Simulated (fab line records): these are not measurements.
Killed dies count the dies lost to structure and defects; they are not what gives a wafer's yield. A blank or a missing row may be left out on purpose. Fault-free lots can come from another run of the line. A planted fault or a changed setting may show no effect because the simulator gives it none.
Split-lot study ; flow n5_finfet ; 21 wafers read from 7 lots, route of 1938 steps

ABOUT THE SPLIT
At N5_BEOL_M13_TRENCH_ETCH_34 (etches SiOC in C4F8/O2/Ar, target depth 413.47 nm, time 162.6 s), the setting time_s was moved away from the recipe's 162.6 s on 6 of the 21 wafers read, by -20.7% to -8.4%. This setting was run at the recipe's value on the other wafers.

FROM THE SPLIT TO THE READING: what the file shows between them, 10 steps
- N5_BEOL_M13_STRIP_70: strips in C4F8/O2/Ar
- N5_BEOL_M13_OCD_MEAS_35
- N5_BEOL_M13_STRIP_37: strips in N2/H2
- N5_BEOL_M13_ETCH_38: etches SiCN in CF4/N2, target depth 67.5 nm, time 71.9 s
- N5_BEOL_M13_ECD_47: material Cu, target thk 936 nm
- N5_BEOL_M13_ANNEAL_48: time 90 s
- N5_BEOL_M13_CMP_49: polishes, stops on SiOC, t overpolish 17.1 s, target thk 420 nm
- N5_BEOL_M13_THK_MEAS_50: measures by xrf
- N5_BEOL_M13_PRE_CLEAN_52: time 15 s
- N5_BEOL_M13_DEP_53: deposits SiCN from 3MS/NH3, target thk 50 nm, time 17.8 s

THE READING
M13_RS in ohm/sq, measured at N5_BEOL_M13_RS_MEAS_54 by four-point-probe. Typical for fault-free wafers on this fab line: 0.0449 ohm/sq, with standard deviation 0.0011 ohm/sq.

wafer;tool, chamber at the split;time_s as run, s;against the recipe;M13_RS, ohm/sq;against lot-mates on the recipe
L074.2;rie_diel-03, 1;144;-11.4%;0.0525;+0.0064
L074.3;rie_diel-03, 2;162.6;recipe;0.0466;-
L074.5;rie_diel-03, 3;162.6;recipe;0.0455;-
L075.3;rie_diel-03, 1;149;-8.4%;0.0518;+0.0064
L075.4;rie_diel-03, 2;149;-8.4%;0.0499;+0.0045
L075.5;rie_diel-03, 3;162.6;recipe;0.0454;-
L078.1;rie_diel-01, 2;162.6;recipe;0.0457;-
L078.3;rie_diel-01, 3;162.6;recipe;0.0455;-
L078.4;rie_diel-01, 0;162.6;recipe;0.0463;-
L080.1;rie_diel-06, 3;138.1;-15.1%;0.0531;+0.0084
L080.4;rie_diel-06, 0;162.6;recipe;0.0445;-
L080.6;rie_diel-06, 3;162.6;recipe;0.0449;-
L086.3;rie_diel-06, 0;128.9;-20.7%;0.0562;+0.0121
L086.5;rie_diel-06, 0;162.6;recipe;0.0441;-
L086.6;rie_diel-06, 1;128.9;-20.7%;0.0553;+0.0112
L091.1;rie_diel-06, 3;162.6;recipe;0.0453;-
L091.2;rie_diel-06, 0;162.6;recipe;0.0443;-
L091.4;rie_diel-06, 2;162.6;recipe;0.0437;-
L097.1;rie_diel-06, 1;162.6;recipe;0.0436;-
L097.3;rie_diel-06, 3;162.6;recipe;0.0446;-
L097.5;rie_diel-06, 1;162.6;recipe;0.0435;-

THE FIT
A straight line over all 21 wafers: M13_RS changes by -0.000552 ohm/sq for each +1% of time_s; r = -0.97; the points scatter about the line by 0.001 ohm/sq.
The same after taking each lot's own level away (the mean of its wafers on the recipe; 21 wafers): -0.000568 ohm/sq for each +1%; r = -0.99; scatter 0.00057 ohm/sq.
That fit puts the effect of the largest move of time_s on the reading at 0.012 ohm/sq.
The lots' own levels span 0.04390 to 0.04605 ohm/sq, that is 2.0 times the standard deviation above.
The two slopes agree, so the slope changes little with the lot-to-lot level.
Check: for one of the wafers moved furthest among these (-20.7%), held out of the fit, the line's prediction against its lot-mates is +0.0117 ohm/sq. Against them it came out at +0.0121 ohm/sq.

OTHER SPLITS APPLIED TO THESE WAFERS
These wafers also went through other splits before the reading. Each is held against what the fit with the lots' levels taken away leaves over:
other split on the same wafers;wafers away from the commonest value;r with M13_RS (lot level and that fit taken away)
N5_BEOL_M11_ETCH_62 bias_w;9;-0.10
N5_BEOL_M11_COAT_22 spin_rpm;8;-0.07
N5_BEOL_M13_ETCH_67 bias_w;5;-0.13

THE WHOLE CHAIN: every reading that the file lists as answering this split, in the file's order
step;what it does;reading;change (the file's fit);r (the file's)
N5_BEOL_M13_TRENCH_ETCH_34;etches SiOC in C4F8/O2/Ar, target depth 413.47 nm, time 162.6 s;etch.depth_nm (the simulator's own value, which no gauge read);+4.35 nm for each +1% of the setting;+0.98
N5_BEOL_M13_OCD_MEAS_35;;trench_depth_nm;+4.35 nm for each +1% of the setting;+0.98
N5_BEOL_M13_CMP_49;polishes, stops on SiOC, t overpolish 17.1 s, target thk 420 nm;Cu_of_BEOL_M13_ECD_47.thk_nm (the simulator's own value, which no gauge read);+4.3 nm for each +1% of the setting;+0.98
N5_BEOL_M13_THK_MEAS_50;measures by xrf;M13_THK;+4.2 for each +1% of the setting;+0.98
N5_BEOL_M13_RS_MEAS_54;measures by four-point-probe;M13_RS;-0.000569 for each +1% of the setting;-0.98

THE FILE'S OWN FIT
M13_RS changes by -0.000569 ohm/sq for each +1% of time_s, r = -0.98.
